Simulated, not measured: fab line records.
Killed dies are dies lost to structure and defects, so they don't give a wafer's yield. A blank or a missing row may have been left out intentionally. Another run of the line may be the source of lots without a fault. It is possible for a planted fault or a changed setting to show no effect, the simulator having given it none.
Struck lot and sound lot, side by side    flow nand-harc    14 steps out of a route of 1302
Sound: the wafers L750.2, L750.4, L750.6. Struck: wafer L758.3 (left out: L758.1, L758.4 of the same lot, which were not struck); the cause appears at the end.
Each step with rows lists, per side, the tool, then ch with its chambers, then its first start. Under that, the readings that differ: sound wafers    struck wafers    difference of the means    sigmas: that difference in standard deviations of wafers without a fault.
alike: readings with means less than 2 such deviations apart, plus words and numbers identical on both sides. not compared: withheld readings, readings lacking a value on some wafer, bounds such as >300 that could conceal the same value, and numbers that have no deviation in the record and whose values overlap.
A row with sigmas, a row that says differs or no value, or rows on one side alone: a step with any of these is where the two part. Numbers that have no deviation but don't overlap get no sigmas and don't part them. A reading missing from all wafers of one side parts the sides only when that side holds two or more wafers.

first, 7 steps without rows for these wafers: NHARC_A_CONTACT_COAT_35 (time 65 s); NHARC_A_CONTACT_COAT_36 (resist thk 90 nm); NHARC_A_CONTACT_SOFTBAKE_37 (time 55 s); NHARC_A_CONTACT_EBR_38; NHARC_A_CONTACT_EXPOSE_39 (exposes mask A CC 3); NHARC_A_CONTACT_PEB_40 (peb time 65 s); NHARC_A_CONTACT_DEVELOP_41 (develop time 35 s).
NHARC_A_CONTACT_CD_MEAS_42 targets a cd of 300 nm.
  sound on cd-sem-01 ch 0, day 22 02:43; struck on cd-sem-02 ch 0, day 25 12:49
  alike: cd-nm
NHARC_A_CONTACT_OVL_MEAS_43:
  sound on overlay-01 at day 22 02:48; struck on overlay-02 at day 25 12:54
reading            sound           struck  difference  sigmas
overlay-y-nm (nm)  -0.5 -0.5 -0.4  2.2     +2.7        +3
  alike: overlay-x-nm
NHARC_A_CONTACT_INSPECT_44:
  sound on defect-inspect-02 at day 22 02:50; struck on defect-inspect-02 at day 25 12:56
reading           sound     struck  difference  sigmas
raw-defect-count  68 67 60  140     +75         +2
NHARC_A_CONTACT_DESCUM_47: chemistry O2, time 3 s.
  sound on rie-diel-10 ch 1,2,3, day 22 02:54; struck on rie-diel-03 ch 1, day 25 13:01
  alike: drypump-motor-current-A, oes-product-au, rf-vpp-V, showerhead-plenum-p-Torr, throttle-valve-pct
  not compared: rf-hours-counter-h
NHARC_A_CONTACT_ETCH_48: etches the open film in CF4, target depth 39 nm, time 65 s.
  sound on rie-diel-10 ch 1,2,3, day 22 02:59; struck on rie-diel-03 ch 1, day 25 13:05
reading                 sound                 struck  difference  sigmas
oes-product-au (a.u.)   0.986 0.979 0.986     1.027   +0.043      +3
throttle-valve-pct (%)  13.290 13.287 13.274  13.304  +0.020      +2
  alike: cf4-flow-sccm, drypump-motor-current-A, rf-vpp-V, showerhead-plenum-p-Torr
  not compared: over-etch-frac, rf-hours-counter-h
NHARC_A_CONTACT_ETCH_49: etches the open film in N2/H2, target depth 260 nm, time 475.3 s.
  sound on rie-diel-10 ch 0,2, day 22 03:07; struck on rie-diel-03 ch 1, day 25 13:10
reading                sound              struck   difference  sigmas
oes-product-au (a.u.)  1.000 0.996 0.991  1.032    +0.036      +3
over-etch-frac         0.3 0.3 0.3        0.32319  +0.02319    
  alike: drypump-motor-current-A, rf-vpp-V, showerhead-plenum-p-Torr, throttle-valve-pct
  not compared: rf-hours-counter-h
NHARC_A_CONTACT_ETCH_50: etches the open film in CF4/CHF3, target depth 121 nm, time 60.5 s.
  sound: rie-diel-10 ch 1,2,3; struck: rie-diel-03 ch 2
  alike: cf4-flow-sccm, drypump-motor-current-A, oes-product-au, rf-vpp-V, showerhead-plenum-p-Torr, throttle-valve-pct
  not compared: rf-hours-counter-h

WHERE THEY PART
First at NHARC_A_CONTACT_OVL_MEAS_43; last, within this record, at NHARC_A_CONTACT_ETCH_49. Later steps at which nothing parts them and some readings are alike: NHARC_A_CONTACT_ETCH_50.

WHY: the cause the simulator had injected
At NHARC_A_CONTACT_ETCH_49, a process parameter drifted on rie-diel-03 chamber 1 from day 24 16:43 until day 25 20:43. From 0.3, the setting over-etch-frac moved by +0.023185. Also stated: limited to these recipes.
